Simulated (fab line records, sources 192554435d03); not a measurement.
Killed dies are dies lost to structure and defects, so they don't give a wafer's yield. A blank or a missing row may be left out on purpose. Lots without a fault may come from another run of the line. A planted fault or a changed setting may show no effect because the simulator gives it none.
Problem report in the 8D (eight disciplines) form, filled by code | flow n5_finfet | the parts of the form that need people (team, actions taken, sign-off) are left out

1. THE PROBLEM
run_length_s at N5_BEOL_M3_VIA_ETCH_34 reads a mean of 81.2 s on 2 wafers of 2 lots; wafers without a fault read 88.9 s with a standard deviation of 0.41. That is -19 standard deviations from the usual mean.
The step: etches the open film in C4F6/O2, target depth 69.4 nm, time 65.9 s.
First seen on wafer L162.3, day 10 16:35, on rie_diel-01. The record holds 26 wafers of 10 lots with a number at this step. Rule for "out", or "out of limits": more than 4 standard deviations from the usual mean. The other wafers with a number count as sound.

2. WHAT IT IS AND WHAT IT IS NOT
question                    | is                | is not
which readings at this step | run_length_s      | drypump_motor_current_A, oes_ar_750_au, oes_o_777_au, oes_product_au, rf_vpp_V, showerhead_plenum_p_Torr, throttle_valve_pct
which lots                  | L162, L166        | L150, L152, L154, L155, L157, L161, L167, L171
which wafers of those lots  | L162.3, L166.1    | L162.1, L162.2, L166.2, L166.6
read on which tools         | rie_diel-01       | rie_diel-02, rie_diel-03
when                        | from day 10 16:35 | up to then (16 sound wafers); but 8 sound wafers of L166, L167, L171 came after

3. SUSPECTS, AND WHAT RULES EACH OUT
Counting: a tool at a process step up to the reading stays a suspect if it ran every lot that is out. Sound lots after the first of them don't rule it out here, since some wafers of a struck lot are sound.
- ald_sin-01 at N5_BEOL_M3_ALD_98 (deposits SiO2, target thk 2.5 nm, pulse time 1 s, co reactant pulse time 1 s): kept. It ran every lot that is out, first L162 (day 10 11:13); its last sound lot up to then is L154 (day 8 00:14).
- rie_diel-01 at N5_BEOL_M3_VIA_ETCH_34 (etches the open film in C4F6/O2, target depth 69.4 nm, time 65.9 s): kept. It ran every lot that is out, first L162 (day 10 16:35); its last sound lot up to then is L155 (day 8 17:47). Its own readings are out on those wafers: run_length_s.
- Within ald_sin-01 at N5_BEOL_M3_ALD_98: the wafers that are out ran in chambers 0, 3; their sound lot-mates ran in chambers 1, 2.
- Within rie_diel-01 at N5_BEOL_M3_VIA_ETCH_34: the wafers that are out ran in chamber 3; their sound lot-mates ran in chambers 1, 2.
Left after counting: ald_sin-01 at N5_BEOL_M3_ALD_98, rie_diel-01 at N5_BEOL_M3_VIA_ETCH_34.

4. THE CAUSE (what the simulator had put in)
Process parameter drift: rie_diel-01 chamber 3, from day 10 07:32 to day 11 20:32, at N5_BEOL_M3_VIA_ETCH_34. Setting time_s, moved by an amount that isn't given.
Counting left 2 suspects, and this tool is among them.

5. THE CHAIN OF EFFECTS, in route order
Each row: a reading whose mean over the struck wafers that have a number lies more than 3 standard deviations from the usual. Only readings for which the record gives a usual standard deviation are gone through. hours: the time from each lot's start at the first step in this table that gives one to its start at this step, as a median over the lots. sigmas: the change in usual standard deviations.
hours | step                   | reading      | usual  | on struck wafers | change | sigmas
0     | N5_BEOL_M3_VIA_ETCH_34 | run_length_s | 88.9 s | 81.2             | -7.7   | -19
The process steps in it:
- N5_BEOL_M3_VIA_ETCH_34: etches the open film in C4F6/O2, target depth 69.4 nm, time 65.9 s.
Readings that are blank on the struck wafers while sound wafers have them: bias_w at N5_BEOL_M3_VIA_ETCH_34.
Later measuring or inspecting steps at which every struck wafer that the step has a row for has a number for every such reading, and none has moved that far: N5_BEOL_M4_RC_MEAS_101.

6. WHAT WOULD HAVE CAUGHT IT SOONER
In this record the first reading out of limits was taken at day 10 16:35, 9 hours after the fault began at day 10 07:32.
